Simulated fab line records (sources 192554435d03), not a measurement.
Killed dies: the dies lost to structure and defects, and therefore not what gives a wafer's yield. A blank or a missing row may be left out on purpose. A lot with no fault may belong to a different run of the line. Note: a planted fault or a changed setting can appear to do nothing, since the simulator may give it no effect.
Split-lot experiment -- flow n5 finfet -- 21 wafers read across 7 lots, on a route 1938 steps long

## THE SPLIT ITSELF
At N5_BEOL_M9_COAT_60 (time 60 s, resist thk 30 nm), the setting spin rpm was moved away from the recipe's 1500 rpm on 6 of the 21 wafers read, by -8.6% to +9.9%. For the rest of the wafers, this setting stayed at what the recipe calls for.

## FROM THE SPLIT TO THE READING: what the file shows between them, 5 steps
- N5_BEOL_M9_COAT_05: resist thk 90 nm (also split here: spin rpm)
- N5_BEOL_M9_EBR_07
- N5_BEOL_M9_SOFTBAKE_06: time 60 s
- N5_BEOL_M9_DESCUM_16: chemistry O2, time 7.9 s
- N5_BEOL_M9_ETCH_61: etches SiARC in CF4, target depth 39 nm, time 65 s

## THE READING
SiARC_of_BEOL_M9_COAT_60.thk nm (the simulator's own value, which no gauge read), in nm, at N5_BEOL_M9_ETCH_62 (etches SOC in N2/H2, target depth 110 nm, overetch 22 nm, time 165 s). No usual value for it is given in the file. Here, 15 wafers ran the recipe; their average is 23.6 nm with a standard deviation of 0.16 nm.

wafer,"tool, chamber at the split","spin rpm as run, rpm",against the recipe,"SiARC_of_BEOL_M9_COAT_60.thk nm, nm",against lot-mates on the recipe
L075.1,"litho track-05, 0",1418,-5.5%,24.2,+0.6
L075.3,"litho track-05, 0",1418,-5.5%,24.4,+0.8
L075.4,"litho track-05, 0",1500,recipe,23.6,-
L077.2,"litho track-05, 0",1500,recipe,23.6,-
L077.3,"litho track-05, 0",1500,recipe,23.6,-
L077.4,"litho track-05, 0",1500,recipe,23.4,-
L078.2,"litho track-01, 0",1500,recipe,23.6,-
L078.4,"litho track-01, 0",1371,-8.6%,25,+1.4
L078.5,"litho track-01, 0",1371,-8.6%,25,+1.4
L081.3,"litho track-05, 0",1500,recipe,23.6,-
L081.4,"litho track-05, 0",1500,recipe,23.6,-
L081.6,"litho track-05, 0",1500,recipe,23.4,-
L079.3,"litho track-01, 0",1500,recipe,24,-
L079.4,"litho track-01, 0",1500,recipe,23.8,-
L079.6,"litho track-01, 0",1649,+9.9%,22.6,-1.3
L082.2,"litho track-05, 0",1500,recipe,23.4,-
L082.4,"litho track-05, 0",1500,recipe,23.4,-
L082.5,"litho track-05, 0",1500,recipe,23.4,-
L088.3,"litho track-05, 0",1500,recipe,23.6,-
L088.6,"litho track-05, 0",1500,recipe,23.6,-
L088.5,"litho track-05, 0",1372,-8.5%,24.8,+1.2

FIT RESULTS
A straight line over all 21 wafers: SiARC_of_BEOL_M9_COAT_60.thk nm changes by -0.136 nm for each +1% of spin rpm; r = -0.95; the points scatter about the line by 0.18 nm.
The same after taking each lot's own level away (the mean of its wafers on the recipe; 21 wafers): -0.144 nm for each +1%; r = -0.99; scatter 0.096 nm.
The reading moves by 1.4 nm for the largest change in spin rpm, on that fit.
Measured against the standard deviation above, the lots' own levels, which go from 23.40 to 23.90 nm, span 3.1 times it.
Consequently the slope shifts little with the lot-to-lot level, the two slopes agreeing.
Check: -1.5 nm against its lot-mates is what the line predicts for one of the wafers moved furthest among these (+9.9%) when that wafer is left out of the fit. Against them it came out at -1.3 nm.

## OTHER SPLITS APPLIED TO THESE WAFERS
These wafers also went through other splits before the reading. Each is held against what the fit with the lots' levels taken away leaves over:
other split on the same wafers,wafers away from the commonest value,r with SiARC_of_BEOL_M9_COAT_60.thk nm (lot level and that fit taken away)
N5_BEOL_M7_TRENCH_ETCH_37 time s,11,-0.07
N5_BEOL_M7_ETCH_41 source w,7,-0.05
N5_BEOL_M9_COAT_05 spin rpm,10,+0.06

## THE WHOLE CHAIN: every reading that the file lists as answering this split, in the file's order
step,what it does,reading,change (the file's fit),r (the file's)
N5_BEOL_M9_COAT_60,"time 60 s, resist thk 30 nm","SiARC_of_BEOL_M9_COAT_60.thk nm (the simulator's own value, which no gauge read)",-0.15 nm for each +1% of the setting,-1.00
N5_BEOL_M9_ETCH_61,"etches SiARC in CF4, target depth 39 nm, time 65 s","etch.depth nm (the simulator's own value, which no gauge read)",-0.151 nm for each +1% of the setting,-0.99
N5_BEOL_M9_ETCH_62,"etches SOC in N2/H2, target depth 110 nm, overetch 22 nm, time 165 s","SiARC_of_BEOL_M9_COAT_60.thk nm (the simulator's own value, which no gauge read)",-0.142 nm for each +1% of the setting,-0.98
N5_BEOL_M9_ETCH_61,"etches SiARC in CF4, target depth 39 nm, time 65 s","CAR-ArF_of_BEOL_M9_COAT_05.thk nm (the simulator's own value, which no gauge read)","+0.132 nm for each +1% of the setting, in a fit together with spin rpm@BEOL_M9_COAT_05",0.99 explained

## FILE'S OWN FIT
SiARC_of_BEOL_M9_COAT_60.thk nm changes by -0.142 nm for each +1% of spin rpm, r = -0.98.
